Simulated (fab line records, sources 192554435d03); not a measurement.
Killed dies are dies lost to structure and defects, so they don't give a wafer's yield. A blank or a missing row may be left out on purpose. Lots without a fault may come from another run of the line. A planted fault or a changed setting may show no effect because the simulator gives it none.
Split-lot experiment | flow n5_finfet | 7 lots, 21 wafers read, on a route of 1938 steps

THE SPLIT
At N5_PASSIVATION_PECVD_35 (deposits SiNx from SiH4/NH3/N2, target thk 700 nm, time 151.3 s), the setting time_s was moved away from the recipe's 151.3 s on 6 of the 21 wafers read, by -11.4% to +8.0%. The other wafers ran this setting at the recipe's value.

The reading is taken at the split's own step.

THE READING
SiNx_of_PASSIVATION_PECVD_35.thk_nm (the simulator's own value, which no gauge read), in nm, at N5_PASSIVATION_PECVD_35 (deposits SiNx from SiH4/NH3/N2, target thk 700 nm, time 151.3 s). The file gives no usual value for it. The 15 wafers here that ran the recipe average 708.6 nm, standard deviation 9.8 nm.

wafer  | tool, chamber at the split | time_s as run, s | against the recipe | SiNx_of_PASSIVATION_PECVD_35.thk_nm, nm | against lot-mates on the recipe
L080.2 | pecvd-04, 2                | 140.1            | -7.4%              | 651.8                                   | -68.1
L080.3 | pecvd-04, 1                | 151.3            | recipe             | 718.4                                   | -
L080.4 | pecvd-04, 1                | 151.3            | recipe             | 721.4                                   | -
L078.2 | pecvd-03, 0                | 151.3            | recipe             | 714.2                                   | -
L078.4 | pecvd-03, 1                | 151.3            | recipe             | 709.2                                   | -
L078.5 | pecvd-03, 2                | 151.3            | recipe             | 722.8                                   | -
L083.1 | pecvd-01, 1                | 163.4            | +8.0%              | 749.6                                   | +50.6
L083.3 | pecvd-01, 2                | 151.3            | recipe             | 699                                     | -
L083.6 | pecvd-01, 1                | 163.4            | +8.0%              | 755.6                                   | +56.6
L086.1 | pecvd-01, 2                | 151.3            | recipe             | 703.8                                   | -
L086.5 | pecvd-01, 0                | 141.4            | -6.5%              | 656.4                                   | -53.9
L086.6 | pecvd-01, 2                | 151.3            | recipe             | 716.8                                   | -
L089.1 | pecvd-04, 2                | 134              | -11.4%             | 630.2                                   | -79.4
L089.3 | pecvd-04, 2                | 134              | -11.4%             | 641.2                                   | -68.4
L089.6 | pecvd-04, 0                | 151.3            | recipe             | 709.6                                   | -
L094.2 | pecvd-01, 1                | 151.3            | recipe             | 698.4                                   | -
L094.4 | pecvd-01, 0                | 151.3            | recipe             | 714.8                                   | -
L094.6 | pecvd-01, 1                | 151.3            | recipe             | 713                                     | -
L092.2 | pecvd-01, 0                | 151.3            | recipe             | 695.4                                   | -
L092.3 | pecvd-01, 1                | 151.3            | recipe             | 688.8                                   | -
L092.6 | pecvd-01, 2                | 151.3            | recipe             | 703.2                                   | -

THE FIT
A straight line over all 21 wafers: SiNx_of_PASSIVATION_PECVD_35.thk_nm changes by +6.36 nm for each +1% of time_s; r = +0.96; the points scatter about the line by 9.6 nm.
The same after taking each lot's own level away (the mean of its wafers on the recipe; 21 wafers): +6.95 nm for each +1%; r = +0.98; scatter 7 nm.
On that fit, the largest move of time_s shifts the reading by 80 nm.
The lots' own levels span 695.80 to 719.90 nm, that is 2.5 times the standard deviation above.
So the lot-to-lot level changes the slope little: the two slopes agree.
Check: with one of the wafers moved furthest among these (-11.4%) left out of the fit, the line predicts -80.7 nm for it against its lot-mates. It came out at -79.4 nm against them.

OTHER SPLITS ON THESE WAFERS
These wafers also went through other splits before the reading. Each is held against what the fit with the lots' levels taken away leaves over:
other split on the same wafers    | wafers away from the commonest value | r with SiNx_of_PASSIVATION_PECVD_35.thk_nm (lot level and that fit taken away)
N5_BEOL_M14_PEB_08 peb_temp_c     | 9                                    | +0.14
N5_BEOL_M15_PEB_26 peb_temp_c     | 5                                    | +0.13
N5_BEOL_M15_TRENCH_ETCH_34 time_s | 5                                    | -0.13
N5_MIM_BOT_ETCH_ETCH_04 time_s    | 4                                    | -0.05

THE FILE'S OWN FIT
SiNx_of_PASSIVATION_PECVD_35.thk_nm changes by +7.29 nm for each +1% of time_s, r = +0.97.
